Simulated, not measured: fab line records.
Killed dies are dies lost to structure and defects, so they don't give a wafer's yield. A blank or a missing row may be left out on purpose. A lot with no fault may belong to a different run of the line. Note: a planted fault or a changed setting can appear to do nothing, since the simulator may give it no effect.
One fault through the eyes of 3 desks -- flow nand harc -- each desk holds nothing but its own numbers, with what lay behind them at the end

## TOOL OWNER'S DESK, pecvd-02
The tool's own readings at NHARC_A_ONON_D1_DEP_33 (deposits SiO2, target thk 200 nm): means of the sampled wafers that have a number, for each lot that ran on this tool. Marked OUT: a lot whose mean sits more than 4 standard deviations from the usual mean, which makes it out of limits; the brackets give that distance.
Columns: A = heater power outer w at NHARC_A_ONON_D1_DEP_33, usual 295 W; B = heater power w at NHARC_A_ONON_D1_DEP_33, usual 532 W; C = mfc precursor sccm at NHARC_A_ONON_D1_DEP_33, usual 161.4 sccm; D = throttle valve pct at NHARC_A_ONON_D1_DEP_33, usual 15.8 %
lot,first seen here,A,B,C,D
L100,day 10 04:16,275,491,161.1,15.7
L102,day 11 01:15,277,488,161.1,15.5
L103,day 11 21:38,262,468,161.4,15.6
L104,day 12 05:37,292,504,161.1,15.5
L108,day 13 13:01,284,493,161.7,16.0
L115,day 16 11:55,257,460,149.0 (-25) OUT,15.4
L116,day 16 20:55,257,461,149.0 (-25) OUT,15.6
This desk's verdict: out of limits on L115, L116, starting with L115 at day 16 11:55 (mfc precursor sccm at NHARC_A_ONON_D1_DEP_33). Within limits: L100, L102, L103, L104, L108.

## THE DEFECT DESK
Lot by lot, what the route's inspections counted, given as the mean of those sampled wafers with a number. Marked OUT: a lot whose mean sits more than 4 standard deviations from the usual mean, which makes it out of limits; the brackets give that distance.
Columns: A = raw defect count at NHARC_A_ONON_D1_INSPECT_32, usual 66
lot,first seen here,A
L996,day 8 19:29,76
L998,day 9 12:09,86
L100,day 10 04:43,70
L102,day 11 01:42,50
L103,day 11 22:07,80
L104,day 12 06:06,85
L106,day 12 23:10,86
L108,day 13 13:28,62
L111,day 15 11:16,50
L115,day 16 12:24,58
L116,day 16 21:22,76
L118,day 17 15:55,57
This desk found nothing out of limits on any of the 12 lots.

## AT THE METROLOGY DESK
Lot by lot, what the gauges showed, no matter which tool ran the lot: averages of those sampled wafers that carry a number. Marked OUT: a lot whose mean sits more than 4 standard deviations from the usual mean, which makes it out of limits; the brackets give that distance.
Columns: A = thk nm at NHARC_A_ONON_D1_THK_MEAS_21, usual 998 nm; B = thk nm at NHARC_A_ONON_D1_THK_MEAS_34, usual 200.8 nm
lot,first seen here,A,B
L996,day 8 17:13,990,199.7
L998,day 9 09:54,1004,202.2
L100,day 10 02:28,994,201.6
L102,day 10 23:27,988,202.5
L103,day 11 19:53,1010,197.3
L104,day 12 03:51,989,197.4
L106,day 12 20:55,997,201.5
L108,day 13 11:11,1004,202.0
L111,day 15 08:52,1008,201.0
L115,day 16 10:10,992,185.3 (-5.5) OUT
L116,day 16 19:07,1000,189.4 (-4.1) OUT
L118,day 17 13:38,989,199.3
This desk's verdict: out of limits on L115, L116, starting with L115 at day 16 12:20 (thk nm at NHARC_A_ONON_D1_THK_MEAS_34). Within limits: L996, L998, L100, L102, L103, L104, L106, L108, L111, L118.

## ALL TOGETHER
At day 16 11:55, on L115, L116, the tool owner's desk was in a position to raise an alarm.
At day 16 12:20 the metrology desk could have sounded an alarm, on L115, L116.
The defect desk saw nothing out of limits.
The defect desk has L115, L116 on record, within its limits.
On pecvd-02, each named lot ran NHARC_A_ONON_D1_DEP_33.

## WHAT HAD BEEN PUT IN BY THE SIMULATOR
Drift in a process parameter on pecvd-02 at NHARC_A_ONON_D1_DEP_33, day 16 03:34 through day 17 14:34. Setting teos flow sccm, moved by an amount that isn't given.
Lots struck among those shown: L115, L116.
Fault start to first reading out of limits, in hours, per desk: tool owner, 8; metrology, 9.
